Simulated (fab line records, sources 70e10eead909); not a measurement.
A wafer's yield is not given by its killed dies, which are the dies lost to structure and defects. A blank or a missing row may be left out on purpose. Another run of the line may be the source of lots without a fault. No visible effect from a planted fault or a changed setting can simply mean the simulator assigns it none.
Matching of chambers | flow nandHarc | 4 sister chambers for NHARC_A_STAIRCASE_CMP_450 on cmp-04
The step polishes SiO2, target thk 200 nm. 16 wafers are shown with their chamber, then 8 later ones without.

## WAFERS, EACH WITH ITS CHAMBER
wafer  | chamber | motorCurrentA (A) | slurryFilterDpKPa (kPa)
L074.1 | 0       | 10.1              | 13.40
L074.4 | 2       | 12.3              | 13.43
L074.5 | 3       | 10.9              | 13.56
L076.2 | 1       | 11.7              | 13.58
L076.3 | 3       | 10.6              | 13.55
L076.4 | 0       | 10.3              | 13.53
L083.1 | 1       | 11.8              | 13.52
L083.4 | 2       | 11.8              | 13.52
L083.6 | 1       | 11.7              | 13.29
L090.1 | 0       | 10.5              | 13.43
L090.3 | 2       | 12.4              | 13.54
L090.6 | 0       | 10.1              | 13.48
L094.1 | 0       | 10.0              | 13.59
L094.4 | 3       | 10.6              | 13.49
L094.5 | 1       | 11.3              | 13.72
L093.3 | 1       | 12.1              | 13.40

SIGNATURES, as means of the wafers listed above
reading           | chamber 0 | chamber 1 | chamber 2 | chamber 3 | scatter within a chamber
motorCurrentA     | 10.200    | 11.720    | 12.167    | 10.700    | 0.251
slurryFilterDpKPa | 13.4860   | 13.5020   | 13.4967   | 13.5333   | 0.109
Rule: for a wafer and a chamber, the distance is found by dividing, reading by reading, the gap between the wafer's reading and the chamber's mean by the reading's scatter, squaring, summing and taking the root. The wafer belongs to the nearest chamber; if the next one is less than 2 further off, it can't be placed. The scatter: take each reading less its chamber's mean, square it, sum over the shown wafers, divide by the number of wafers less the number of chambers, and take the root.

## WAFERS WITHOUT THEIR CHAMBER
wafer  | motorCurrentA (A) | slurryFilterDpKPa (kPa)
L093.5 | 12.1              | 13.47
L093.6 | 11.5              | 13.71
L095.2 | 12.8              | 13.67
L095.5 | 12.1              | 13.54
L095.6 | 10.2              | 13.48
L097.1 | 11.0              | 13.42
L097.4 | 10.3              | 13.79
L097.5 | 9.7               | 13.63

## WHICH CHAMBER EACH WENT THROUGH
wafer  | from the rows above          | in truth
L093.5 | can't be placed: 2 or 1      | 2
L093.6 | can't be placed: 1 or 2 or 3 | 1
L095.2 | can't be placed: 2 or 1      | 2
L095.5 | can't be placed: 2 or 1      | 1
L095.6 | can't be placed: 0 or 3      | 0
L097.1 | can't be placed: 3 or 1 or 0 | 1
L097.4 | can't be placed: 0 or 3      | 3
L097.5 | can't be placed: 0 or 3      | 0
Correct placement for 0 of the 8. Not placeable from these rows: 8 (in 8, the candidates include the true chamber). Placed wrongly: 0.
